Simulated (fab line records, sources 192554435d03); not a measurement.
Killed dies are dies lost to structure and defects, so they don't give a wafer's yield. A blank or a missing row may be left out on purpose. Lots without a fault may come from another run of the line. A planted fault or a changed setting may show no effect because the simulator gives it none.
Chamber matching | flow n5_finfet | N5_FIN_SAQP_PECVD_48 on pecvd-03: 3 sister chambers
The step deposits SiNx from SiH4/NH3/N2, target thk 25 nm, time 22.1 s. 3 wafers are shown with their chamber, then 9 later ones without.

WAFERS WITH THEIR CHAMBER
wafer  | chamber | showerhead_plenum_p_Torr (Torr)
L090.4 | 0       | 5.19
L090.5 | 2       | 5.07
L090.6 | 1       | 5.09

WAFERS WITHOUT THEIR CHAMBER
wafer  | showerhead_plenum_p_Torr (Torr)
L096.1 | 5.07
L096.2 | 5.19
L096.4 | 5.20
L097.1 | 5.08
L097.2 | 5.19
L097.3 | 5.08
L097.4 | 5.18
L097.5 | 5.10
L097.6 | 5.07

WHICH CHAMBER EACH WENT THROUGH
wafer  | from the rows above     | in truth
L096.1 | 2                       | 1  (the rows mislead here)
L096.2 | 0                       | 0
L096.4 | 0                       | 0
L097.1 | can't be placed: 1 or 2 | 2
L097.2 | 0                       | 0
L097.3 | can't be placed: 1 or 2 | 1
L097.4 | 0                       | 0
L097.5 | 1                       | 1
L097.6 | 2                       | 2
Placed correctly: 6 of 9. Can't be placed from these rows: 2 (the true chamber is among the candidates in 2). Placed wrongly: 1.
How it was worked out, from the rows above alone: a wafer's distance from a chamber is the root of the sum, over the readings, of the square of ((its reading less the chamber's mean) divided by the reading's scatter). The wafer belongs to the nearest chamber; if the next one is less than 2 further off, it can't be placed. A chamber's mean is the mean of its shown wafers. The scatter: with one shown wafer a chamber, the root of the mean of the squares of how far each hidden wafer lies from its nearest shown one.
